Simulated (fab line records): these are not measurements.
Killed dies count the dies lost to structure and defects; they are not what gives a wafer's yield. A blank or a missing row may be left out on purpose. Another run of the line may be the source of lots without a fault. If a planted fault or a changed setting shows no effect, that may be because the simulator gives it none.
Split-lot experiment -- flow n5-finfet -- 21 wafers read across 7 lots, on a route 1938 steps long

== ON THE SPLIT ==
At N5_BEOL_M10_COAT_22 (resist thk 90 nm), the setting spin-rpm was moved away from the recipe's 1500 rpm on 4 of the 21 wafers read, by +3.9% to +6.7%. This setting was run at the recipe's value on the other wafers.

== FROM THE SPLIT TO THE READING: what the file shows between them, 2 steps ==
- N5_BEOL_M10_EBR_24
- N5_BEOL_M10_SOFTBAKE_23: time 60 s

== THE READING ==
CAR-ArF_of_BEOL_M10_COAT_22.thk-nm (the simulator's own value, which no gauge read), in nm, at N5_BEOL_M10_DESCUM_33 (chemistry O2, time 7.9 s). The file gives no usual value for it. Here, 17 wafers ran the recipe; their average is 83.5 nm with a standard deviation of 0.38 nm.

wafer,"tool, chamber at the split","spin-rpm as run, rpm",against the recipe,"CAR-ArF_of_BEOL_M10_COAT_22.thk-nm, nm",against lot-mates on the recipe
L074.1,"litho-track-01, 0",1599,+6.6%,80.8,-3.1
L074.2,"litho-track-01, 0",1500,recipe,84,-
L074.3,"litho-track-01, 0",1500,recipe,83.8,-
L079.2,"litho-track-05, 0",1500,recipe,83.2,-
L079.4,"litho-track-05, 0",1500,recipe,83,-
L079.6,"litho-track-05, 0",1500,recipe,83,-
L083.2,"litho-track-01, 0",1500,recipe,83.2,-
L083.3,"litho-track-01, 0",1500,recipe,83.2,-
L083.4,"litho-track-01, 0",1559,+3.9%,81.4,-1.8
L087.4,"litho-track-02, 0",1500,recipe,84.2,-
L087.5,"litho-track-02, 0",1500,recipe,83.8,-
L087.6,"litho-track-02, 0",1500,recipe,83.6,-
L092.1,"litho-track-02, 0",1500,recipe,83.2,-
L092.3,"litho-track-02, 0",1500,recipe,83.4,-
L092.4,"litho-track-02, 0",1500,recipe,83.6,-
L094.3,"litho-track-01, 0",1500,recipe,83.2,-
L094.5,"litho-track-01, 0",1601,+6.7%,80.4,-2.8
L094.6,"litho-track-01, 0",1601,+6.7%,80.2,-3.0
L095.1,"litho-track-02, 0",1500,recipe,83.8,-
L095.3,"litho-track-02, 0",1500,recipe,84,-
L095.4,"litho-track-02, 0",1500,recipe,84,-

THE FIT
A straight line over all 21 wafers: CAR-ArF_of_BEOL_M10_COAT_22.thk-nm changes by -0.468 nm for each +1% of spin-rpm; r = -0.95; the points scatter about the line by 0.38 nm.
The same after taking each lot's own level away (the mean of its wafers on the recipe; 21 wafers): -0.445 nm for each +1%; r = -0.99; scatter 0.15 nm.
Per that fit: largest spin-rpm move, reading shift of 3 nm.
The lots' own levels span 83.07 to 83.93 nm, that is 2.3 times the standard deviation above.
So the lot-to-lot level changes the slope little: the two slopes agree.
Check: with one of the wafers moved furthest among these (+6.7%) left out of the fit, the line predicts -3.08 nm for it against its lot-mates. Against them it came out at -2.8 nm.

== ADDITIONAL SPLITS CARRIED BY THESE WAFERS ==
Before the reading, these wafers also passed through other splits. Each is held against what the fit with the lots' levels taken away leaves over:
other split on the same wafers,wafers away from the commonest value,r with CAR-ArF_of_BEOL_M10_COAT_22.thk-nm (lot level and that fit taken away)
N5_BEOL_M10_COAT_63 spin-rpm,6,+0.07

== THE WHOLE CHAIN: every reading that the file lists as answering this split, in the file's order ==
step,what it does,reading,change (the file's fit),r (the file's)
N5_BEOL_M10_COAT_22,resist thk 90 nm,"CAR-ArF_of_BEOL_M10_COAT_22.thk-nm (the simulator's own value, which no gauge read)",-0.455 nm for each +1% of the setting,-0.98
N5_BEOL_M10_DESCUM_33,"chemistry O2, time 7.9 s","CAR-ArF_of_BEOL_M10_COAT_22.thk-nm (the simulator's own value, which no gauge read)",-0.451 nm for each +1% of the setting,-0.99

== FILE'S OWN FIT ==
CAR-ArF_of_BEOL_M10_COAT_22.thk-nm changes by -0.451 nm for each +1% of spin-rpm, r = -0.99.
